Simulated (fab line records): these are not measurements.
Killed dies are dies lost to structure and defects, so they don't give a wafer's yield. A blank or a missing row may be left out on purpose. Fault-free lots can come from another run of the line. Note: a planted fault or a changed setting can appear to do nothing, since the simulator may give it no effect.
Which tool did it? + flow n5_finfet + 11 lots (32 wafers sampled), 1 step of a 1938-step route

== WHAT EACH GAUGE READ, for each wafer ==
N5_BEOL_M12_INSPECT_30: inspects for defects (macro). Usual: raw_defect_count at 2.0, with a standard deviation of 1.3.
| lot  | measured     | on                | raw_defect_count | flag |
|------|--------------|-------------------|------------------|------|
| L233 | day 10 17:30 | defect_inspect-01 | 3 2 3            |      |
| L234 | day 11 11:04 | defect_inspect-02 | 4 4 3            |      |
| L237 | day 12 06:12 | defect_inspect-01 | 3 2 1            |      |
| L238 | day 12 18:10 | defect_inspect-02 | 0 2 3            |      |
| L240 | day 13 02:07 | defect_inspect-01 | 3 4 4            |      |
| L243 | day 13 02:31 | defect_inspect-01 | 3 0 1            |      |
| L241 | day 13 09:52 | defect_inspect-01 | 1 1 1            |      |
| L242 | day 13 10:52 | defect_inspect-01 | 2 1 1            |      |
| L246 | day 14 08:22 | defect_inspect-01 | 0 4              |      |
| L253 | day 16 02:22 | defect_inspect-02 | 1 0 3            |      |
| L252 | day 16 03:12 | defect_inspect-02 | 3 0 2            |      |

== EACH LOT AND THE TOOL THAT RAN IT (in order: tool; ch and the chambers of the sampled wafers; start) ==
Record: no process step prior to these readings.

== AS READ BY THE TOOLS THEMSELVES (means over the sampled wafers that have a number; for cases with no such wafer, the mark the record gives instead) ==
The record holds no such reading with a usual standard deviation.

== THE ANSWER, worked out from the rows above alone ==
Rule: a lot counts as off when the mean over its wafers that have a number is more than 3 standard deviations away from the usual mean. Also off: a lot with no number at a reading for which 4 or more lots have one. All remaining lots with rows at the step are treated as sound. First the gauges in route order, then the tools' own readings, where a lot's mean is used as printed above. The first step at which some lot is off is used, and at that step the reading that is off furthest; a lot without a number counts as furthest.
No lot is off at any reading shown: from this, nothing can be told.

== WHAT HAD BEEN PUT IN BY THE SIMULATOR ==
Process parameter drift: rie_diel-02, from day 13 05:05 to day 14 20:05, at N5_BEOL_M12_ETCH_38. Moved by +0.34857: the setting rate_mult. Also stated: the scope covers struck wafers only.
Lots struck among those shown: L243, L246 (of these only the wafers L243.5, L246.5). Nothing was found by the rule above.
